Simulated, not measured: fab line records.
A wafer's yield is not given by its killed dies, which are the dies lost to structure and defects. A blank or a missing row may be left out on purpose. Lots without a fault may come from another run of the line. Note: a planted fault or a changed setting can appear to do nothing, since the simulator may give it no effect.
Chamber matching | flow n5 finfet | N5_STI_FIN_REVEAL_ETCHBACK_08 on rie diel-03: 4 sister chambers
The step etches SiO2 in C4F6/O2, target depth 30.5 nm, time 10.167 s. 8 wafers are shown with their chamber, then 8 later ones without.

WAFERS PAIRED WITH THEIR CHAMBERS
wafer  | chamber | drypump motor current A (A) | rf vpp V (V)
L077.6 | 1       | 5.2                         | 665
L078.4 | 1       | 5.2                         | 666
L085.2 | 2       | 5.3                         | 688
L085.6 | 3       | 6.3                         | 640
L089.2 | 2       | 5.3                         | 685
L089.3 | 3       | 6.4                         | 640
L089.4 | 0       | 5.7                         | 666
L094.1 | 0       | 5.7                         | 665

WAFERS WHOSE CHAMBER IS MISSING
wafer  | drypump motor current A (A) | rf vpp V (V)
L094.2 | 5.2                         | 667
L094.5 | 5.7                         | 665
L096.2 | 5.3                         | 666
L096.3 | 6.4                         | 640
L096.4 | 5.7                         | 666
L097.2 | 5.3                         | 686
L097.4 | 5.2                         | 668
L097.5 | 6.3                         | 639

WHICH CHAMBER EACH WENT THROUGH
wafer  | from the rows above | in truth
L094.2 | 1                   | 1
L094.5 | 0                   | 0
L096.2 | 1                   | 1
L096.3 | 3                   | 3
L096.4 | 0                   | 0
L097.2 | 2                   | 2
L097.4 | 1                   | 1
L097.5 | 3                   | 3
8 of 8 placed correctly. Not placeable from these rows: 0. 0 placed wrongly.
How it was worked out, from the rows above alone: a wafer's distance from a chamber is the root of the sum, over the readings, of the square of ((its reading less the chamber's mean) divided by the reading's scatter). The wafer belongs to the nearest chamber; if the next one is less than 2 further off, it can't be placed. Each chamber's mean is taken over the wafers shown for it. The scatter is the square root of a quotient: the sum, over the shown wafers, of each reading's squared deviation from its chamber's mean, divided by wafers minus chambers.
